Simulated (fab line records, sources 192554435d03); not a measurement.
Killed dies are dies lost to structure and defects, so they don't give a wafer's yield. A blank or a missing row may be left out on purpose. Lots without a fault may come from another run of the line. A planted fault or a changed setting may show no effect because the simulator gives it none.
Split-lot experiment | flow n5_finfet | 7 lots, 21 wafers read, on a route of 1938 steps

THE SPLIT
At N5_BEOL_M10_PECVD_70 (deposits SiO2 from TEOS/O2, target thk 20 nm, time 22.7 s), the setting time_s was moved away from the recipe's 22.7 s on 6 of the 21 wafers read, by -14.4% to +11.6%. The other wafers ran this setting at the recipe's value.

FROM THE SPLIT TO THE READING: what the file shows between them, 21 steps
- N5_BEOL_M10_EXPOSE_08: exposes mask M10 (also split here: dose_mj)
- N5_BEOL_M10_PEB_09: peb time 60 s
- N5_BEOL_M10_DEVELOP_10: develop time 30 s
- N5_BEOL_M10_CD_MEAS_11: target cd 64.1 nm
- N5_BEOL_M10_DESCUM_16: chemistry O2, time 7.9 s
- N5_BEOL_M10_ETCH_61: etches SiARC in CF4, target depth 39 nm, time 65 s
- N5_BEOL_M10_ETCH_62: etches SOC in N2/H2, target depth 110 nm, overetch 22 nm, time 165 s
- N5_BEOL_M10_STRIP_68: strips in N2/H2
- N5_BEOL_M10_STRIP_67: strips in CF4
- N5_BEOL_M10_HM_OPEN_17: chemistry Cl2/BCl3, target TiN, target depth 20 nm, overetch 6 nm
- N5_BEOL_M10_STRIP_19: strips in O2
- N5_BEOL_M10_CD_MEAS_18: pitch 140 nm, target cd 70 nm
- N5_BEOL_M10_COAT_63: time 60 s, resist thk 100 nm
- N5_BEOL_M10_COAT_64: time 60 s, resist thk 30 nm
- N5_BEOL_M10_PRECLEAN_42: cleans in residue remover, time 60 s
- N5_BEOL_M10_SRD_43: time 30 s
- N5_BEOL_M10_CD_MEAS_35: target cd 70 nm
- N5_BEOL_M10_CURE_72: cures SiCOH lowk, time 120 s
- N5_BEOL_M10_DEGAS_44: time 60 s
- N5_BEOL_M10_ECD_50: material Cu, target thk 318 nm
- N5_BEOL_M10_ANNEAL_51: time 90 s

THE READING
barrier_field_endpoint_s, in s, at N5_BEOL_M10_CMP_52 (polishes, stops on SiCOH lowk, t overpolish 7 s, target thk 140 nm). Fault-free wafers of this fab line usually give 29.0 s, standard deviation 0.57 s.

wafer  | tool, chamber at the split | time_s as run, s | against the recipe | barrier_field_endpoint_s, s | against lot-mates on the recipe
L077.1 | pecvd-01, 0                | 22.7             | recipe             | 29.5                        | -
L077.4 | pecvd-01, 1                | 22.7             | recipe             | 29.0                        | -
L077.2 | pecvd-01, 1                | 22.7             | recipe             | 29.2                        | -
L079.4 | pecvd-02, 2                | 22.7             | recipe             | 28.9                        | -
L079.2 | pecvd-02, 1,0              | 22.7             | recipe             | 28.0                        | -
L079.6 | pecvd-02, 1,0              | 22.7             | recipe             | 29.6                        | -
L081.4 | pecvd-04, 2,1              | 24.76            | +9.1%              | 30.6                        | +2.6
L081.2 | pecvd-04, 1                | 22.7             | recipe             | 28.0                        | -
L081.5 | pecvd-04, 2,1              | 24.76            | +9.1%              | 30.4                        | +2.4
L083.2 | pecvd-02, 1                | 22.7             | recipe             | 28.3                        | -
L083.6 | pecvd-02, 1,2              | 22.7             | recipe             | 29.3                        | -
L083.5 | pecvd-02, 1,2              | 22.7             | recipe             | 29.0                        | -
L090.1 | pecvd-01, 1                | 22.7             | recipe             | 29.1                        | -
L090.3 | pecvd-01, 0                | 19.42            | -14.4%             | 25.4                        | -3.7
L090.4 | pecvd-01, 0                | 19.42            | -14.4%             | 25.3                        | -3.8
L091.4 | pecvd-04, 0                | 25.33            | +11.6%             | 31.1                        | +2.1
L091.2 | pecvd-04, 1                | 22.7             | recipe             | 29.0                        | -
L091.6 | pecvd-04, 2                | 25.33            | +11.6%             | 31.5                        | +2.5
L092.1 | pecvd-01, 0,1              | 22.7             | recipe             | 29.5                        | -
L092.5 | pecvd-01, 0                | 22.7             | recipe             | 30.1                        | -
L092.6 | pecvd-01, 0,1              | 22.7             | recipe             | 29.4                        | -
Where a row lists several chambers, the file gives one row for several wafers and doesn't say which wafer went through which chamber.

THE FIT
A straight line over all 21 wafers: barrier_field_endpoint_s changes by +0.22 s for each +1% of time_s; r = +0.93; the points scatter about the line by 0.56 s.
The same after taking each lot's own level away (the mean of its wafers on the recipe; 21 wafers): +0.244 s for each +1%; r = +0.97; scatter 0.4 s.
On that fit, the largest move of time_s shifts the reading by 3.5 s.
The lots' own levels span 28.00 to 29.67 s, that is 2.9 times the standard deviation above.
So the lot-to-lot level changes the slope little: the two slopes agree.
Check: with one of the wafers moved furthest among these (-14.4%) left out of the fit, the line predicts -3.51 s for it against its lot-mates. It came out at -3.7 s against them.

OTHER SPLITS ON THESE WAFERS
These wafers also went through other splits before the reading. Each is held against what the fit with the lots' levels taken away leaves over:
other split on the same wafers | wafers away from the commonest value | r with barrier_field_endpoint_s (lot level and that fit taken away)
N5_BEOL_M8_EXPOSE_25 dose_mj   | 5                                    | -0.33
N5_BEOL_M8_ETCH_65 source_w    | 10                                   | -0.21
N5_BEOL_M9_ALD_74 ald_cycles   | 10                                   | +0.34
N5_BEOL_M10_EXPOSE_08 dose_mj  | 8                                    | +0.13

THE WHOLE CHAIN: every reading that the file lists as answering this split, in the file's order
step                 | what it does                                                       | reading                                                                           | change (the file's fit)               | r (the file's)
N5_BEOL_M10_PECVD_70 | deposits SiO2 from TEOS/O2, target thk 20 nm, time 22.7 s          | SiO2_of_BEOL_M10_PECVD_70.thk_nm (the simulator's own value, which no gauge read) | +0.197 nm for each +1% of the setting | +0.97
N5_BEOL_M10_CMP_52   | polishes, stops on SiCOH lowk, t overpolish 7 s, target thk 140 nm | barrier_field_endpoint_s                                                          | +0.243 s for each +1% of the setting  | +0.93

THE FILE'S OWN FIT
barrier_field_endpoint_s changes by +0.243 s for each +1% of time_s, r = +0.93.
